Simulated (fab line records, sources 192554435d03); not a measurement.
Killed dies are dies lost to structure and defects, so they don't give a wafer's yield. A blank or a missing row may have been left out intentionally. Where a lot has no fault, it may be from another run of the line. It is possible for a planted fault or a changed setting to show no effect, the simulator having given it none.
Matching of chambers -- flow n5 finfet -- rie diel-01 running N5_BEOL_M0_SAQP_ETCH_106: 4 sister chambers
The step etches SOC in N2/H2, stops on SiNx, target depth 150 nm. 8 wafers are shown with their chamber, then 10 later ones without.

## WAFERS, EACH WITH ITS CHAMBER
wafer,chamber,showerhead plenum p Torr (Torr),drypump motor current A (A)
L082.2,1,2.50,5.7
L083.4,1,2.50,5.7
L088.1,2,2.59,5.5
L089.4,0,2.64,5.1
L089.5,2,2.59,5.5
L089.6,3,2.50,6.4
L090.1,3,2.49,6.4
L090.2,0,2.64,5.2

## WAFERS WITH NO CHAMBER GIVEN
wafer,showerhead plenum p Torr (Torr),drypump motor current A (A)
L090.5,2.49,6.4
L093.2,2.50,5.6
L093.4,2.63,5.1
L093.5,2.58,5.4
L095.1,2.58,5.4
L095.3,2.63,5.1
L095.4,2.50,5.7
L097.2,2.58,5.4
L097.5,2.58,5.4
L097.6,2.49,5.7

## WHICH CHAMBER EACH ONE RAN IN
wafer,from the rows above,in truth
L090.5,3,3
L093.2,1,1
L093.4,0,0
L093.5,2,2
L095.1,2,2
L095.3,0,0
L095.4,1,1
L097.2,2,2
L097.5,2,2
L097.6,1,1
Correctly placed: 10 of 10. Number that these rows cannot place: 0. 0 placed wrongly.
How it was worked out, from the rows above alone: a wafer's distance from a chamber is the root of the sum, over the readings, of the square of ((its reading less the chamber's mean) divided by the reading's scatter). The wafer belongs to the nearest chamber; if the next one is less than 2 further off, it can't be placed. A chamber's mean is the mean of its shown wafers. The scatter: the root of (the sum of the squares of (reading less its chamber's mean) over the shown wafers, divided by (wafers less chambers)).
